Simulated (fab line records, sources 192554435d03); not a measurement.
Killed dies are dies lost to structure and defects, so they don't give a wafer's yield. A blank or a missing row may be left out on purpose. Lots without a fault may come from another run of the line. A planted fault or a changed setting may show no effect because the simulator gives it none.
Which tool did it? | flow n5_finfet | 24 lots, 72 wafers sampled, at 5 steps of a route of 1938

WHAT THE GAUGES READ, wafer by wafer
N5_BEOL_M5_CD_MEAS_11: target cd 27.74 nm. Usual: cd_nm 28.03 nm, standard deviation 0.25.
lot  | measured     | on        | cd_nm (nm)        | flag
L075 | day 8 20:56  | cd_sem-01 | 27.77 27.68 28.22 |
L074 | day 8 20:58  | cd_sem-02 | 28.13 28.49 27.85 |
L078 | day 9 05:53  | cd_sem-01 | 28.34 27.84 28.62 |
L076 | day 9 14:31  | cd_sem-02 | 28.02 27.94 28.43 |
L077 | day 9 18:40  | cd_sem-01 | 28.07 27.88 27.67 |
L079 | day 9 19:46  | cd_sem-02 | 28.14 28.32 28.02 |
L080 | day 10 00:12 | cd_sem-01 | 27.76 27.95 28.17 |
L082 | day 11 00:43 | cd_sem-02 | 27.72 27.65 28.08 |
L081 | day 11 00:53 | cd_sem-02 | 27.83 28.12 28.05 |
L083 | day 11 12:02 | cd_sem-02 | 27.76 27.86 27.60 |
L084 | day 11 17:21 | cd_sem-02 | 27.86 28.26 27.75 |
L085 | day 12 12:37 | cd_sem-02 | 28.09 27.89 27.97 |
L086 | day 12 15:04 | cd_sem-01 | 27.84 28.03 27.79 |
L088 | day 12 21:52 | cd_sem-01 | 28.52 28.04 27.83 |
L087 | day 13 06:37 | cd_sem-01 | 27.99 27.90 28.17 |
L089 | day 13 10:18 | cd_sem-01 | 28.30 28.43 28.01 |
L093 | day 13 13:41 | cd_sem-01 | 28.52 28.66 28.07 |
L090 | day 13 13:54 | cd_sem-01 | 28.21 27.87 27.82 |
L091 | day 13 14:11 | cd_sem-01 | 28.19 27.88 27.91 |
L092 | day 14 01:43 | cd_sem-01 | 27.98 27.89 28.33 |
L095 | day 14 01:59 | cd_sem-01 | 27.90 28.59 27.86 |
L094 | day 14 09:31 | cd_sem-01 | 28.26 27.82 28.04 |
L096 | day 15 00:38 | cd_sem-03 | 27.54 27.92 27.67 |
L097 | day 15 14:31 | cd_sem-03 | 28.33 28.02 28.14 |

N5_BEOL_M5_INSPECT_30: inspects for defects (brightfield). Usual: raw_defect_count 414, standard deviation 100.
lot  | measured     | on                | raw_defect_count | flag
L075 | day 8 22:43  | defect_inspect-02 | 328 270 324      |
L074 | day 8 22:37  | defect_inspect-02 | 468 611 406      |
L078 | day 9 08:01  | defect_inspect-01 | 643 441 366      |
L076 | day 9 17:51  | defect_inspect-02 | 621 296 406      |
L077 | day 10 04:35 | defect_inspect-02 | 360 325 285      |
L079 | day 10 10:07 | defect_inspect-01 | 405 366 338      |
L080 | day 10 04:32 | defect_inspect-02 | 427 272 275      |
L082 | day 11 03:15 | defect_inspect-01 | 298 447 479      |
L081 | day 11 03:04 | defect_inspect-01 | 447 448 500      |
L083 | day 11 14:35 | defect_inspect-01 | 336 453 495      |
L084 | day 11 20:23 | defect_inspect-01 | 256 389 246      |
L085 | day 12 14:00 | defect_inspect-01 | 428 375 369      |
L086 | day 12 16:44 | defect_inspect-01 | 330 330 378      |
L088 | day 12 23:41 | defect_inspect-02 | 341 421 419      |
L087 | day 13 09:13 | defect_inspect-01 | 403 322 402      |
L089 | day 13 13:05 | defect_inspect-01 | 513 622 509      |
L093 | day 13 15:17 | defect_inspect-01 | 502 533 485      |
L090 | day 13 18:25 | defect_inspect-01 | 278 448 425      |
L091 | day 13 18:46 | defect_inspect-02 | 300 379 394      |
L092 | day 14 05:02 | defect_inspect-02 | 485 434 451      |
L095 | day 14 05:16 | defect_inspect-02 | 186 306 416      |
L094 | day 14 10:43 | defect_inspect-01 | 437 393 467      |
L096 | day 15 04:40 | defect_inspect-01 | 483 453 309      |
L097 | day 15 20:24 | defect_inspect-02 | 267 404 345      |

WHICH TOOL RAN EACH LOT (tool, then ch and the chambers of the sampled wafers, then the start)
lot  | N5_BEOL_M4_SPUTTER_48        | N5_BEOL_M5_ETCH_62                 | N5_BEOL_M5_STRIP_19
L075 | pvd_sputter-01, day 8 14:29  | rie_diel-06 ch 0,1,2, day 8 21:08  | rie_diel-06 ch 2,3, day 8 21:28
L074 | pvd_sputter-03, day 8 14:49  | rie_diel-02 ch 0,1,2, day 8 21:10  | rie_diel-06 ch 2,3, day 8 21:32
L078 | pvd_sputter-03, day 8 21:10  | rie_diel-05 ch 0,1,2, day 9 06:16  | rie_diel-06 ch 2,3, day 9 06:36
L076 | pvd_sputter-01, day 9 09:04  | rie_diel-05 ch 1,2, day 9 14:43    | rie_diel-06 ch 0,2, day 9 14:59
L077 | pvd_sputter-01, day 9 13:47  | rie_diel-06 ch 0,2, day 9 18:52    | rie_diel-06 ch 0,1,3, day 9 19:09
L079 | pvd_sputter-03, day 9 14:13  | rie_diel-06 ch 0,2, day 9 19:59    | rie_diel-06 ch 0,1,3, day 9 20:16
L080 | pvd_sputter-03, day 9 16:22  | rie_diel-05 ch 0,2,3, day 10 00:30 | rie_diel-05 ch 0,1, day 10 00:46
L082 | pvd_sputter-01, day 10 18:35 | rie_diel-02 ch 2,3, day 11 00:56   | rie_diel-02 ch 2,3, day 11 01:14
L081 | pvd_sputter-03, day 10 18:53 | rie_diel-06 ch 2,3, day 11 01:07   | rie_diel-02 ch 1,2, day 11 01:23
L083 | pvd_sputter-01, day 11 06:59 | rie_diel-05 ch 0,2,3, day 11 12:14 | rie_diel-05 ch 2,3, day 11 12:31
L084 | pvd_sputter-03, day 11 11:35 | rie_diel-05 ch 0,1,3, day 11 17:33 | rie_diel-02 ch 2,3, day 11 18:03
L085 | pvd_sputter-02, day 12 07:41 | rie_diel-06 ch 0,2, day 12 12:49   | rie_diel-05 ch 0,1, day 12 13:06
L086 | pvd_sputter-02, day 12 09:32 | rie_diel-02 ch 0,2,3, day 12 15:16 | rie_diel-06 ch 0,3, day 12 15:40
L088 | pvd_sputter-03, day 12 15:35 | rie_diel-02 ch 0,1,3, day 12 22:04 | rie_diel-02 ch 0,1, day 12 22:20
L087 | pvd_sputter-01, day 12 22:38 | rie_diel-06 ch 0,2,3, day 13 06:49 | rie_diel-05 ch 2,3, day 13 07:06
L089 | pvd_sputter-01, day 13 03:44 | rie_diel-02 ch 1,2,3, day 13 10:44 | rie_diel-02 ch 1,2,3, day 13 11:13
L093 | pvd_sputter-02, day 13 07:05 | rie_diel-05 ch 0,3, day 13 14:21   | rie_diel-05 ch 0,1,3, day 13 14:41
L090 | pvd_sputter-03, day 13 07:26 | rie_diel-05 ch 1,2, day 13 14:48   | rie_diel-02 ch 2,3, day 13 15:05
L091 | pvd_sputter-02, day 13 08:58 | rie_diel-02 ch 1,2,3, day 13 14:56 | rie_diel-06 ch 0,2, day 13 15:34
L092 | pvd_sputter-02, day 13 16:14 | rie_diel-06 ch 1,2, day 14 01:59   | rie_diel-06 ch 0,1,3, day 14 02:22
L095 | pvd_sputter-03, day 13 17:01 | rie_diel-06 ch 1,3, day 14 02:29   | rie_diel-05 ch 0,1,2, day 14 02:49
L094 | pvd_sputter-03, day 14 03:44 | rie_diel-02 ch 0,1,3, day 14 09:43 | rie_diel-02 ch 1,2,3, day 14 10:00
L096 | pvd_sputter-01, day 14 18:54 | rie_diel-02 ch 1,2,3, day 15 00:55 | rie_diel-05 ch 0,2,3, day 15 01:15
L097 | pvd_sputter-03, day 15 08:50 | rie_diel-06 ch 2,3, day 15 14:43   | rie_diel-02 ch 0,3, day 15 14:59
- N5_BEOL_M4_SPUTTER_48: material Cu, target thk 4.5 nm, time 8.29 s.
- N5_BEOL_M5_ETCH_62: etches SOC in N2/H2, target depth 75 nm, overetch 15 nm, time 112.5 s.
- N5_BEOL_M5_STRIP_19: strips in O2.

WHAT THE TOOLS THEMSELVES READ (means of the sampled wafers that have a number; where no wafer has one, the mark that the record gives instead)
N5_BEOL_M4_SPUTTER_48. Usual: chuck_sensor_temp_C -15.9 C, standard deviation 0.72; throttle_valve_pct 30.3 %, standard deviation 1.2.
lot  | tool           | chuck_sensor_temp_C (C) | throttle_valve_pct (%) | flag
L075 | pvd_sputter-01 | -16.6                   | 32.0                   |
L074 | pvd_sputter-03 | -15.1                   | 29.4                   |
L078 | pvd_sputter-03 | -15.6                   | 30.0                   |
L076 | pvd_sputter-01 | -16.8                   | 32.4                   |
L077 | pvd_sputter-01 | -16.5                   | 31.9                   |
L079 | pvd_sputter-03 | -16.3                   | 30.2                   |
L080 | pvd_sputter-03 | -15.8                   | 29.7                   |
L082 | pvd_sputter-01 | -16.0                   | 30.8                   |
L081 | pvd_sputter-03 | -15.7                   | 29.2                   |
L083 | pvd_sputter-01 | -15.9                   | 30.3                   |
L084 | pvd_sputter-03 | -15.6                   | 30.2                   |
L085 | pvd_sputter-02 | -15.8                   | 30.0                   |
L086 | pvd_sputter-02 | -16.0                   | 29.8                   |
L088 | pvd_sputter-03 | -15.6                   | 30.1                   |
L087 | pvd_sputter-01 | -16.5                   | 31.8                   |
L089 | pvd_sputter-01 | -16.2                   | 31.2                   |
L093 | pvd_sputter-02 | -16.2                   | 29.9                   |
L090 | pvd_sputter-03 | -15.6                   | 30.1                   |
L091 | pvd_sputter-02 | -16.0                   | 30.1                   |
L092 | pvd_sputter-02 | -16.2                   | 29.3                   |
L095 | pvd_sputter-03 | -16.2                   | 30.4                   |
L094 | pvd_sputter-03 | -15.6                   | 29.9                   |
L096 | pvd_sputter-01 | -16.4                   | 31.2                   |
L097 | pvd_sputter-03 | -15.7                   | 29.1                   |

N5_BEOL_M5_ETCH_62. Usual: drypump_motor_current_A 5.6 A, standard deviation 0.42; oes_product_au 0.61 a.u., standard deviation 0.061; rf_vpp_V 523.8 V, standard deviation 2.1; showerhead_plenum_p_Torr 2.54 Torr, standard deviation 0.068; throttle_valve_pct 17.86 %, standard deviation 0.23.
lot  | tool        | drypump_motor_current_A (A) | oes_product_au (a.u.) | rf_vpp_V (V) | showerhead_plenum_p_Torr (Torr) | throttle_valve_pct (%) | flag
L075 | rie_diel-06 | 5.8                         | 0.59                  | 524.6        | 2.54                            | 18.03                  |
L074 | rie_diel-02 | 5.6                         | 0.61                  | 524.3        | 2.55                            | 17.91                  |
L078 | rie_diel-05 | 5.7                         | 0.63                  | 524.1        | 2.56                            | 17.53                  |
L076 | rie_diel-05 | 6.0                         | 0.62                  | 525.2        | 2.61                            | 17.64                  |
L077 | rie_diel-06 | 5.5                         | 0.60                  | 524.7        | 2.57                            | 17.99                  |
L079 | rie_diel-06 | 5.4                         | 0.60                  | 525.1        | 2.57                            | 17.99                  |
L080 | rie_diel-05 | 5.5                         | 0.61                  | 523.8        | 2.51                            | 17.65                  |
L082 | rie_diel-02 | 5.8                         | 0.67                  | 523.2        | 2.51                            | 17.73                  |
L081 | rie_diel-06 | 5.7                         | 0.58                  | 526.1        | 2.62                            | 17.96                  |
L083 | rie_diel-05 | 5.5                         | 0.69                  | 523.1        | 2.51                            | 17.52                  |
L084 | rie_diel-05 | 5.3                         | 0.66                  | 523.4        | 2.51                            | 17.60                  |
L085 | rie_diel-06 | 5.3                         | 0.60                  | 522.9        | 2.51                            | 18.06                  |
L086 | rie_diel-02 | 5.6                         | 0.61                  | 523.8        | 2.55                            | 17.90                  |
L088 | rie_diel-02 | 5.5                         | 0.63                  | 524.1        | 2.52                            | 17.93                  |
L087 | rie_diel-06 | 5.5                         | 0.58                  | 524.6        | 2.56                            | 18.04                  |
L089 | rie_diel-02 | 5.8                         | 0.64                  | 522.9        | 2.50                            | 17.83                  |
L093 | rie_diel-05 | 5.2                         | 0.70                  | 521.8        | 2.47                            | 17.60                  |
L090 | rie_diel-05 | 5.8                         | 0.58                  | 525.3        | 2.60                            | 17.75                  |
L091 | rie_diel-02 | 5.8                         | 0.63                  | 522.2        | 2.50                            | 17.82                  |
L092 | rie_diel-06 | 6.3                         | 0.69                  | 524.0        | 2.55                            | 17.80                  |
L095 | rie_diel-06 | 6.2                         | 0.69                  | 524.3        | 2.55                            | 17.79                  |
L094 | rie_diel-02 | 5.4                         | 0.62                  | 522.5        | 2.52                            | 17.96                  |
L096 | rie_diel-02 | 5.7                         | 0.63                  | 522.5        | 2.50                            | 17.84                  |
L097 | rie_diel-06 | 5.7                         | 0.56                  | 525.4        | 2.61                            | 18.01                  |

N5_BEOL_M5_STRIP_19. Usual: drypump_motor_current_A 5.6 A, standard deviation 0.41; oes_product_au 0.78 a.u., standard deviation 0.079; rf_vpp_V 3.7 V, standard deviation 0.5; showerhead_plenum_p_Torr 2.09 Torr, standard deviation 0.06; throttle_valve_pct 16.68 %, standard deviation 0.21.
lot  | tool        | drypump_motor_current_A (A) | oes_product_au (a.u.) | rf_vpp_V (V) | showerhead_plenum_p_Torr (Torr) | throttle_valve_pct (%) | flag
L075 | rie_diel-06 | 5.6                         | 0.72                  | 3.6          | 2.18                            | 16.80                  |
L074 | rie_diel-06 | 5.6                         | 0.73                  | 4.1          | 2.18                            | 16.81                  |
L078 | rie_diel-06 | 5.7                         | 0.72                  | 3.4          | 2.18                            | 16.80                  |
L076 | rie_diel-06 | 5.5                         | 0.76                  | 4.0          | 2.12                            | 16.72                  |
L077 | rie_diel-06 | 5.8                         | 0.73                  | 3.8          | 2.09                            | 16.85                  |
L079 | rie_diel-06 | 5.7                         | 0.73                  | 3.5          | 2.09                            | 16.84                  |
L080 | rie_diel-05 | 5.5                         | 0.75                  | 3.8          | 2.11                            | 16.54                  |
L082 | rie_diel-02 | 5.9                         | 0.80                  | 3.8          | 2.08                            | 16.62                  |
L081 | rie_diel-02 | 5.8                         | 0.79                  | 3.6          | 2.05                            | 16.70                  |
L083 | rie_diel-05 | 5.5                         | 0.91                  | 3.7          | 2.08                            | 16.50                  |
L084 | rie_diel-02 | 5.7                         | 0.84                  | 4.0          | 2.06                            | 16.49                  |
L085 | rie_diel-05 | 5.3                         | 0.77                  | 4.1          | 2.07                            | 16.49                  |
L086 | rie_diel-06 | 5.5                         | 0.72                  | 3.9          | 2.12                            | 16.92                  |
L088 | rie_diel-02 | 5.3                         | 0.72                  | 4.0          | 2.11                            | 16.91                  |
L087 | rie_diel-05 | 5.5                         | 0.88                  | 3.5          | 2.08                            | 16.53                  |
L089 | rie_diel-02 | 5.7                         | 0.80                  | 4.1          | 2.05                            | 16.62                  |
L093 | rie_diel-05 | 5.3                         | 0.80                  | 3.3          | 2.07                            | 16.56                  |
L090 | rie_diel-02 | 5.8                         | 0.82                  | 4.0          | 2.05                            | 16.53                  |
L091 | rie_diel-06 | 5.5                         | 0.73                  | 4.1          | 2.11                            | 16.78                  |
L092 | rie_diel-06 | 5.8                         | 0.80                  | 3.6          | 2.08                            | 16.75                  |
L095 | rie_diel-05 | 5.7                         | 0.75                  | 3.7          | 2.09                            | 16.50                  |
L094 | rie_diel-02 | 5.7                         | 0.79                  | 3.8          | 2.05                            | 16.64                  |
L096 | rie_diel-05 | 5.5                         | 0.82                  | 3.7          | 2.06                            | 16.49                  |
L097 | rie_diel-02 | 5.3                         | 0.73                  | 3.6          | 2.11                            | 16.86                  |

THE ANSWER, worked out from the rows above alone
Rule: a lot is off if the mean of its wafers that have a number lies more than 3 standard deviations from the usual mean. A lot without any number at a reading at which 4 lots or more have one is off too. The other lots that the step has rows for count as sound. The gauges are gone through in route order, then the tools' own readings, and for those a lot's mean is taken as printed above. The first step at which some lot is off is used, and at that step the reading that is off furthest; a lot without a number counts as furthest.
No lot is off at any reading shown: from this, nothing can be told.

WHAT THE SIMULATOR HAD PUT IN
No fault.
